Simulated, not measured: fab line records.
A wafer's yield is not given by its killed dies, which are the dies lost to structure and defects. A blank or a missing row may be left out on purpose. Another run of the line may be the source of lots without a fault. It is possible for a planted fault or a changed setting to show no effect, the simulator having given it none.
Which of the tools did it?    flow nandHarc    12 lots (36 wafers sampled), 1 step of a 1159-step route

WHAT THE GAUGES SHOWED, per wafer
NHARC_A_M0_INSPECT_11.
lot   measured      on                rawDefectCount
L078  day 17 22:30  defectInspect-01  44 42 29
L076  day 18 03:16  defectInspect-02  31 39 36
L079  day 18 07:11  defectInspect-01  8 8 11
L081  day 19 10:26  defectInspect-02  24 20 27
L083  day 20 09:07  defectInspect-01  33 43 37
L084  day 20 20:13  defectInspect-01  20 31 29
L088  day 21 04:57  defectInspect-01  40 49 37
L089  day 21 14:14  defectInspect-01  38 36 25
L092  day 22 07:24  defectInspect-02  15 11 17
L091  day 22 08:05  defectInspect-01  58 55 48
L093  day 22 14:53  defectInspect-02  40 38 50
L097  day 23 11:16  defectInspect-01  23 25 24

WHAT TOOL EACH LOT RAN ON (gives the tool, then ch and the chambers of the sampled wafers, and finally the start)
Before these readings, the record contains no process step.

THE ANSWER, worked out from the rows above alone
Rule: what is usual is taken from the lots themselves. Put in order of their means at a reading, lots are off if they are a third of the lots or fewer, leave a main group of 4 or more, and stand apart from it by a gap of 3 or more times the standard deviation of the main group's means; of several such gaps the widest counts. A main group is skipped when, at the precision printed for the reading in the tables above, its means are all equal. Also off: a lot with no number at a reading for which 4 or more lots have one. The other lots that the step has rows for count as sound.
Nothing can be told from this: no lot is off at any reading shown.

WHAT HAD BEEN PUT IN BY THE SIMULATOR
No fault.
